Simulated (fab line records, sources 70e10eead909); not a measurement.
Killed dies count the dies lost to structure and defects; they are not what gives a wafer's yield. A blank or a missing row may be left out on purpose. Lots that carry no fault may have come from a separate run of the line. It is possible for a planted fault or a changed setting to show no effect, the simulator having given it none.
Matching of chambers | flow nand harc | pecvd-01 running NHARC_A_SLIT_DEP_23: 3 sister chambers
The step deposits SiON, target thk 100 nm. 3 wafers are shown with their chamber, then 9 later ones without.

WAFERS WITH THEIR CHAMBER
wafer  | chamber | showerhead vpp V (V)
L083.2 | 2       | 1170
L088.2 | 1       | 1123
L088.5 | 0       | 1108

WAFERS WITH NO CHAMBER GIVEN
wafer  | showerhead vpp V (V)
L091.2 | 1172
L091.3 | 1125
L091.6 | 1107
L092.3 | 1103
L092.5 | 1117
L092.6 | 1164
L095.1 | 1125
L095.2 | 1093
L095.3 | 1159

WHICH CHAMBER EACH WENT THROUGH
wafer  | from the rows above     | in truth
L091.2 | 2                       | 2
L091.3 | 1                       | 1
L091.6 | 0                       | 0
L092.3 | 0                       | 0
L092.5 | can't be placed: 1 or 0 | 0
L092.6 | 2                       | 2
L095.1 | 1                       | 1
L095.2 | 0                       | 0
L095.3 | 2                       | 2
Correctly placed: 8 of 9. Cannot be placed on the basis of these rows: 1; the candidates contain the true chamber in 1. Placed wrongly: 0.
How it was worked out, from the rows above alone: a wafer's distance from a chamber is the root of the sum, over the readings, of the square of ((its reading less the chamber's mean) divided by the reading's scatter). If the next closest chamber is less than 2 further off than the closest, the wafer can't be placed; otherwise it belongs to the closest. The mean given for a chamber averages the wafers shown for that chamber. The scatter (one wafer shown for each chamber): square how far every hidden wafer sits from the nearest shown wafer, average those squares and take the square root.
